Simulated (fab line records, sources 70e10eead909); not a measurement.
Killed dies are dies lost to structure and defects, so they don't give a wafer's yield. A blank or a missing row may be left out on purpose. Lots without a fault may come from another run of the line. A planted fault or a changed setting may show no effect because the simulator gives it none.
Which tool did it? | flow nand_harc | 23 lots, 69 wafers sampled, at 4 steps of a route of 1159

WHAT THE GAUGES READ, wafer by wafer
NHARC_A_M0_INSPECT_11. Usual: raw_defect_count 30, standard deviation 15.
lot  | measured     | on                | raw_defect_count | flag
L076 | day 17 18:17 | defect_inspect-01 | 10 14 13         |
L074 | day 17 19:50 | defect_inspect-02 | 18 16 12         |
L075 | day 18 00:10 | defect_inspect-02 | 28 31 34         |
L079 | day 18 00:53 | defect_inspect-01 | 8 9 13           |
L080 | day 18 10:19 | defect_inspect-01 | 14 10 10         |
L077 | day 18 16:35 | defect_inspect-02 | 33 25 29         |
L081 | day 19 05:49 | defect_inspect-02 | 42 37 54         |
L078 | day 19 06:15 | defect_inspect-01 | 34 39 41         |
L082 | day 19 12:09 | defect_inspect-01 | 26 33 36         |
L083 | day 20 04:40 | defect_inspect-02 | 8 7 9            |
L086 | day 20 16:08 | defect_inspect-02 | 18 16 17         |
L085 | day 20 18:56 | defect_inspect-02 | 42 39 33         |
L088 | day 20 20:52 | defect_inspect-01 | 29 23 31         |
L089 | day 21 07:11 | defect_inspect-02 | 21 25 24         |
L087 | day 21 15:53 | defect_inspect-02 | 37 51 33         |
L090 | day 21 16:34 | defect_inspect-01 | 43 33 32         |
L092 | day 21 16:55 | defect_inspect-02 | 71 52 44         |
L093 | day 21 17:05 | defect_inspect-01 | 49 65 69         |
L091 | day 21 17:20 | defect_inspect-01 | 15 8 11          |
L095 | day 22 07:30 | defect_inspect-01 | 40 32 40         |
L096 | day 22 16:15 | defect_inspect-02 | 33 35 30         |
L094 | day 22 21:36 | defect_inspect-01 | 47 49 43         |
L097 | day 23 01:01 | defect_inspect-01 | 35 47 36         |

NHARC_A_M0_INSPECT_27. Usual: raw_defect_count 459, standard deviation 120.
lot  | measured     | on                | raw_defect_count | flag
L076 | day 17 20:56 | defect_inspect-01 | 588 601 548      |
L074 | day 17 22:24 | defect_inspect-01 | 683 330 301      |
L075 | day 18 02:44 | defect_inspect-01 | 533 523 630      |
L079 | day 18 03:26 | defect_inspect-01 | 370 594 351      |
L080 | day 18 13:15 | defect_inspect-02 | 405 399 260      |
L077 | day 18 19:10 | defect_inspect-02 | 464 654 510      |
L081 | day 19 08:25 | defect_inspect-01 | 339 394 434      |
L078 | day 19 08:50 | defect_inspect-02 | 445 515 419      |
L082 | day 19 14:50 | defect_inspect-01 | 459 389 726      |
L083 | day 20 07:11 | defect_inspect-02 | 345 348 408      |
L086 | day 20 18:42 | defect_inspect-02 | 517 492 358      |
L085 | day 20 21:31 | defect_inspect-01 | 466 469 548      |
L088 | day 20 23:30 | defect_inspect-02 | 397 505 498      |
L089 | day 21 09:44 | defect_inspect-01 | 376 504 416      |
L087 | day 21 18:29 | defect_inspect-02 | 602 567 407      |
L090 | day 21 19:08 | defect_inspect-01 | 404 375 541      |
L092 | day 21 19:34 | defect_inspect-01 | 552 482 917      |
L093 | day 21 19:38 | defect_inspect-01 | 514 522 530      |
L091 | day 21 19:56 | defect_inspect-02 | 330 402 394      |
L095 | day 22 10:02 | defect_inspect-02 | 414 624 506      |
L096 | day 22 18:51 | defect_inspect-01 | 859 731 576      |
L094 | day 23 00:17 | defect_inspect-02 | 419 355 296      |
L097 | day 23 03:35 | defect_inspect-01 | 481 554 387      |

WHICH TOOL RAN EACH LOT (tool, then ch and the chambers of the sampled wafers, then the start)
lot  | NHARC_A_CONTACT_CMP_20        | NHARC_A_BLC_STRIP_29
L076 | cmp-02 ch 1,2,3, day 17 13:10 | rie_diel-04 ch 0,1,2, day 17 15:19
L074 | cmp-02 ch 1,3, day 17 14:25   | rie_diel-04 ch 0,1,3, day 17 16:38
L075 | cmp-03 ch 1,2,3, day 17 19:18 | rie_diel-11 ch 1,2,3, day 17 21:20
L079 | cmp-01 ch 2,3, day 17 19:43   | rie_diel-11 ch 0,3, day 17 21:45
L080 | cmp-02 ch 0,2, day 18 05:14   | rie_diel-02 ch 0,2, day 18 07:21
L077 | cmp-02 ch 0,2, day 18 11:13   | rie_diel-02 ch 0,1,3, day 18 13:26
L081 | cmp-03 ch 1,2,3, day 18 18:40 | rie_diel-02 ch 1,2, day 18 21:02
L078 | cmp-03 ch 0,3, day 18 19:25   | rie_diel-02 ch 1,2, day 18 21:44
L082 | cmp-02 ch 0,2, day 19 05:38   | rie_diel-11 ch 1,3, day 19 07:46
L083 | cmp-02 ch 2,3, day 19 16:30   | rie_diel-11 ch 0,1,2, day 19 18:31
L086 | cmp-03 ch 1,2, day 20 11:08   | rie_diel-11 ch 1,2,3, day 20 13:18
L085 | cmp-02 ch 0,1,2, day 20 14:05 | rie_diel-02 ch 0,2,3, day 20 16:08
L088 | cmp-01 ch 1,2, day 20 15:46   | rie_diel-02 ch 0,1,2, day 20 17:57
L089 | cmp-01 ch 0,2,3, day 20 18:40 | rie_diel-11 ch 1,2, day 20 20:58
L087 | cmp-02 ch 0,1,2, day 21 04:40 | rie_diel-04 ch 2,3, day 21 06:46
L090 | cmp-02 ch 0,2,3, day 21 05:24 | rie_diel-11 ch 1,3, day 21 07:50
L092 | cmp-03 ch 0,1, day 21 06:32   | rie_diel-02 ch 0,2,3, day 21 08:32
L093 | cmp-02 ch 0,1,2, day 21 09:17 | rie_diel-04 ch 0,1,3, day 21 11:23
L091 | cmp-03 ch 0,1,3, day 21 10:32 | rie_diel-02 ch 1,2,3, day 21 12:34
L095 | cmp-01 ch 1,2,3, day 22 02:28 | rie_diel-04 ch 0,1,2, day 22 04:34
L096 | cmp-03 ch 1,2,3, day 22 07:56 | rie_diel-04 ch 0,1,3, day 22 10:07
L094 | cmp-01 ch 0,2, day 22 15:09   | rie_diel-04 ch 1,2,3, day 22 17:19
L097 | cmp-01 ch 0,2, day 22 19:59   | rie_diel-02 ch 0,2, day 22 22:08
- NHARC_A_CONTACT_CMP_20: polishes, t overpolish 30 s, target thk 300 nm.
- NHARC_A_BLC_STRIP_29: strips in CF4.

WHAT THE TOOLS THEMSELVES READ (means of the sampled wafers that have a number; where no wafer has one, the mark that the record gives instead)
NHARC_A_CONTACT_CMP_20. Usual: motor_current_A 11.6 A, standard deviation 1.1; overpolish_run_s 29.999 s, standard deviation 0.0091; time_to_endpoint_s 61 s, standard deviation 3.9.
lot  | tool   | motor_current_A (A) | overpolish_run_s (s) | time_to_endpoint_s (s) | flag
L076 | cmp-02 | 11.3                | 29.995               | 65                     |
L074 | cmp-02 | 11.3                | 30.000               | 66                     |
L075 | cmp-03 | 12.2                | 30.005               | 59                     |
L079 | cmp-01 | 12.1                | 30.001               | 56                     |
L080 | cmp-02 | 10.7                | 29.995               | 61                     |
L077 | cmp-02 | 11.3                | 30.000               | 59                     |
L081 | cmp-03 | 11.8                | 29.992               | 61                     |
L078 | cmp-03 | 11.7                | 29.990               | 60                     |
L082 | cmp-02 | 10.8                | 30.003               | 58                     |
L083 | cmp-02 | 11.0                | 30.002               | 64                     |
L086 | cmp-03 | 11.3                | 30.006               | 61                     |
L085 | cmp-02 | 10.8                | 29.995               | 62                     |
L088 | cmp-01 | 13.2                | 29.997               | 65                     |
L089 | cmp-01 | 12.1                | 29.999               | 63                     |
L087 | cmp-02 | 11.1                | 29.998               | 64                     |
L090 | cmp-02 | 11.2                | 30.005               | 60                     |
L092 | cmp-03 | 11.8                | 30.005               | 61                     |
L093 | cmp-02 | 11.0                | 30.008               | 60                     |
L091 | cmp-03 | 11.5                | 30.001               | 61                     |
L095 | cmp-01 | 12.2                | 30.002               | 62                     |
L096 | cmp-03 | 11.8                | 29.994               | 63                     |
L094 | cmp-01 | 13.7                | 30.004               | 58                     |
L097 | cmp-01 | 14.0                | 29.998               | 61                     |

NHARC_A_BLC_STRIP_29. Usual: chamber_pressure_mTorr 50.00 mTorr, standard deviation 0.045; drypump_motor_current_A 5.9 A, standard deviation 0.37; oes_product_au 0.997 a.u., standard deviation 0.012; rf_vpp_V 59.3 V, standard deviation 0.91; showerhead_plenum_p_Torr 1.77 Torr, standard deviation 0.079; throttle_valve_pct 13.284 %, standard deviation 0.0092.
lot  | tool        | chamber_pressure_mTorr (mTorr) | drypump_motor_current_A (A) | oes_product_au (a.u.) | rf_vpp_V (V) | showerhead_plenum_p_Torr (Torr) | throttle_valve_pct (%) | flag
L076 | rie_diel-04 | 50.01                          | 5.9                         | 0.995                 | 59.6         | 1.81                            | 13.292                 |
L074 | rie_diel-04 | 49.99                          | 5.7                         | 0.994                 | 59.6         | 1.81                            | 13.289                 |
L075 | rie_diel-11 | 50.03                          | 6.2                         | 1.005                 | 60.2         | 1.80                            | 13.288                 |
L079 | rie_diel-11 | 49.98                          | 5.7                         | 1.003                 | 59.5         | 1.72                            | 13.276                 |
L080 | rie_diel-02 | 49.99                          | 5.5                         | 0.993                 | 59.6         | 1.78                            | 13.288                 |
L077 | rie_diel-02 | 50.05                          | 5.9                         | 0.974                 | 59.9         | 1.77                            | 13.291                 |
L081 | rie_diel-02 | 50.01                          | 6.1                         | 1.005                 | 58.8         | 1.67                            | 13.290                 |
L078 | rie_diel-02 | 50.02                          | 6.3                         | 1.003                 | 58.2         | 1.66                            | 13.274                 |
L082 | rie_diel-11 | 49.97                          | 6.1                         | 1.015                 | 58.8         | 1.77                            | 13.291                 |
L083 | rie_diel-11 | 49.99                          | 6.0                         | 1.007                 | 58.9         | 1.76                            | 13.283                 |
L086 | rie_diel-11 | 50.01                          | 6.2                         | 1.008                 | 58.7         | 1.79                            | 13.279                 |
L085 | rie_diel-02 | 50.01                          | 5.8                         | 0.983                 | 59.7         | 1.78                            | 13.284                 |
L088 | rie_diel-02 | 50.00                          | 5.9                         | 0.991                 | 59.0         | 1.71                            | 13.290                 |
L089 | rie_diel-11 | 50.02                          | 6.3                         | 0.999                 | 59.8         | 1.81                            | 13.285                 |
L087 | rie_diel-04 | 50.01                          | 5.9                         | 1.002                 | 59.6         | 1.84                            | 13.286                 |
L090 | rie_diel-11 | 49.96                          | 6.2                         | 1.002                 | 59.7         | 1.79                            | 13.281                 |
L092 | rie_diel-02 | 50.00                          | 5.7                         | 0.995                 | 59.3         | 1.78                            | 13.284                 |
L093 | rie_diel-04 | 50.00                          | 5.7                         | 0.989                 | 58.8         | 1.81                            | 13.284                 |
L091 | rie_diel-02 | 49.99                          | 6.1                         | 0.992                 | 60.0         | 1.72                            | 13.282                 |
L095 | rie_diel-04 | 49.95                          | 5.9                         | 0.990                 | 59.2         | 1.81                            | 13.286                 |
L096 | rie_diel-04 | 50.02                          | 5.8                         | 0.997                 | 59.6         | 1.81                            | 13.286                 |
L094 | rie_diel-04 | 50.03                          | 5.8                         | 0.999                 | 59.1         | 1.80                            | 13.272                 |
L097 | rie_diel-02 | 49.97                          | 5.4                         | 0.988                 | 58.8         | 1.77                            | 13.276                 |

THE ANSWER, worked out from the rows above alone
Rule: a lot is off if the mean of its wafers that have a number lies more than 3 standard deviations from the usual mean. A lot without any number at a reading at which 4 lots or more have one is off too. The other lots that the step has rows for count as sound. The gauges are gone through in route order, then the tools' own readings, and for those a lot's mean is taken as printed above. The first step at which some lot is off is used, and at that step the reading that is off furthest; a lot without a number counts as furthest.
No lot is off at any reading shown: from this, nothing can be told.

WHAT THE SIMULATOR HAD PUT IN
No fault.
